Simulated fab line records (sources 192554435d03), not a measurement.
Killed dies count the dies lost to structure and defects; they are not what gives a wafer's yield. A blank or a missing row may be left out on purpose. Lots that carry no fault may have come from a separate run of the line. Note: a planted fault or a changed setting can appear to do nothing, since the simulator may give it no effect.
Struck lot and sound lot, side by side | flow n5 finfet | 19 out of 1938 route steps
Sound: the wafers L984.2, L984.3, L984.5. The struck wafers were L987.3, L987.4, L987.6. The cause comes at the end.
For every step that has rows: the tool of each side, followed by ch and its chambers, followed by its first start. Under that, the readings that differ: sound wafers | struck wafers | difference of the means | sigmas: that difference in standard deviations of wafers without a fault.
alike: words and numbers the same on both sides, and readings whose means are apart by under 2 such deviations; not compared: readings that were withheld, readings missing a value for some wafer, numbers with overlapping values and no deviation given by the record, and bounds like >300 which may hide the same value.
The two part at a step that has a row with sigmas, a row that says differs or no value, or rows on one side only. When numbers do not overlap yet have no deviation, they are printed without sigmas and do not part them. Lack of a reading on every wafer of one side parts them only where that side has two or more wafers.

first, 1 step without rows for these wafers: N5_STI_FIN_REVEAL_SRD_21 (time 30 s).
N5_STI_FIN_REVEAL_OXIDATION_33: chemistry O2 PLASMA REMOTE, time 20 s.
  sound on plasma asher-02 ch 0,1, day 4 01:10; struck on plasma asher-01 ch 0,1, day 4 22:35
  alike: drypump motor current A, heater power w, o2 flow sccm, temp c max
  not compared: rf hours counter h
then, 2 steps without rows for these wafers: N5_STI_FIN_REVEAL_CLEAN_19 (cleans in O3/DIW, time 120 s); N5_STI_FIN_REVEAL_SRD_23 (time 30 s).
N5_STI_FIN_REVEAL_CD_MEAS_22: target cd 6.238 nm, pitch 28 nm.
  sound: cd sem-03 at day 4 01:20; struck: cd sem-03 at day 4 22:44
  alike: cd nm
N5_STI_FIN_REVEAL_FIN_H_MEAS_10:
  sound: ocd-01 at day 4 01:22; struck: ocd-01 at day 4 22:46
  alike: trench depth nm
then, 2 steps without rows for these wafers: N5_STI_FIN_REVEAL_PRECLEAN_18 (cleans in SC2, time 45 s); N5_STI_FIN_REVEAL_SRD_28 (time 30 s).
N5_STI_FIN_REVEAL_INSPECT_13: inspects for defects (darkfield).
  sound: defect inspect-01 at day 4 01:27; struck: defect inspect-02 at day 4 22:51
  alike: raw defect count
then, 2 steps without rows for these wafers: N5_DUMMY_GATE_PRECLEAN_00 (cleans in O3/DIW, time 60 s); N5_DUMMY_GATE_SRD_01 (time 30 s).
N5_DUMMY_GATE_ALD_02: deposits SiO2, target thk 2 nm, pulse time 1 s.
  sound on ald sin-03 ch 1,3, day 4 01:45; struck on ald sin-03 ch 1,3, day 5 02:28
  alike: heater power w, precursor pulse height rel
N5_DUMMY_GATE_CVD_03: deposits a-Si from SiH4, target thk 150 nm, time 8042 s.
  sound on lpcvd-01 ch 0/70,0/75,0/84, day 4 01:51; struck on lpcvd-01 ch 1/100,1/104,1/114, day 5 02:35
  reading                                     | sound                | struck               | difference | sigmas
  spike tc bottom C (C)                       | 549.2 549.2 549.2    | 561.9 561.9 561.9    | +12.7      | +9
  spike tc centre C (C)                       | 531.5 531.5 531.5    | 544.8 544.8 544.8    | +13.3      | +36
  spike tc lower C (C)                        | 528.3 528.3 528.3    | 542.4 542.4 542.4    | +14.1      | +13
  spike tc top C (C)                          | 554.5 554.5 554.5    | 563.7 563.7 563.7    | +9.2       | +5
  spike tc upper C (C)                        | 529.4 529.4 529.4    | 544.4 544.4 544.4    | +15.0      | +22
  susceptor temp C (C)                        | 529.90 529.90 529.90 | 543.09 543.09 543.09 | +13.19     | +69
  zone power bottom pct (%)                   | 10.88 10.88 10.88    | 11.36 11.36 11.36    | +0.48      | +2
  model.a-Si_of_DUMMY_GATE_CVD_03.thk nm (nm) | 148.6 148.2 148.2    | 214.2 215.2 215.4    | +66.6      |
then, 2 steps without rows for these wafers: N5_DUMMY_GATE_PRECLEAN_46 (cleans in DIW, time 89.5 s); N5_DUMMY_GATE_SRD_47 (dry time 32 s).
N5_DUMMY_GATE_CMP_04: polishes a-Si.
  sound on cmp-02 ch 0,1, day 4 05:35; struck on cmp-01 ch 0,3, day 5 06:21
  reading                | sound          | struck         | difference | sigmas
  time to endpoint s (s) | 12.2 13.4 11.0 | 27.8 24.3 26.6 | +14.0      | +5
  alike: motor current A
N5_DUMMY_GATE_THK_MEAS_05:
  sound: film metro-02 at day 4 05:50; struck: film metro-02 at day 5 06:34
  alike: thk nm
-- the record jumps here: 5 days lie between the struck wafers' starts before and after (it left off in module DUMMY_GATE and takes up again in module BEOL_M4, whose first step shown is number 1111 of the route) --
N5_BEOL_M4_RC_MEAS_101:
  sound on prober-01 ch 0, day 9 05:07; struck on prober-01 ch 0, day 10 06:14
  reading        | sound          | struck         | difference | sigmas
  DIBL_N (mV/V)  | 39.2 36.3 40.2 | 33.3 36.7 35.2 | -3.5       | -2
  DIBL_P (mV/V)  | 40.7 36.8 41.3 | 32.5 36.6 35.4 | -4.8       | -2
  IOFF_N (nA/um) | 0.25 0.16 0.27 | 0.12 0.17 0.15 | -0.08      | -3
  SS_P (mV/dec)  | 74.6 73.2 74.4 | 72.7 72.9 72.5 | -1.4       | -2
  alike: IOFF_P, ION_N, ION_P, SS_N, VT_N, VT_P
-- record jumps: 4 days separate the struck wafers' starts on either side; left off in module BEOL_M4, taken up again in module PASSIVATION, whose first shown step is the route's number 1936 --
N5_PASSIVATION_PROBE_49:
  sound: prober-01 at day 13 18:26; struck: prober-01 at day 14 06:25
  reading                | sound    | struck | difference | sigmas
  sort_bin_4_leakage (%) | 0 0 0.08 | 0 0 0  | +0         | -4
  alike: defect limited yield, killed_at_M0_to_M3, killed_at_M4_up, killed at contacts, killed at front end, killed at other, killed dies, killed open, killed short, sort_bin_5_function, sort_bin_6_memory, sort_bin_8_speed, sort n pass, sort yield pct

## WHERE THEY PART
First at N5_DUMMY_GATE_CVD_03; last, within this record, at N5_PASSIVATION_PROBE_49.

WHY: what the simulator had put in
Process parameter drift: lpcvd-01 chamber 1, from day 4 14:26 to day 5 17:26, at N5_DUMMY_GATE_CVD_03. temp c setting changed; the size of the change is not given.
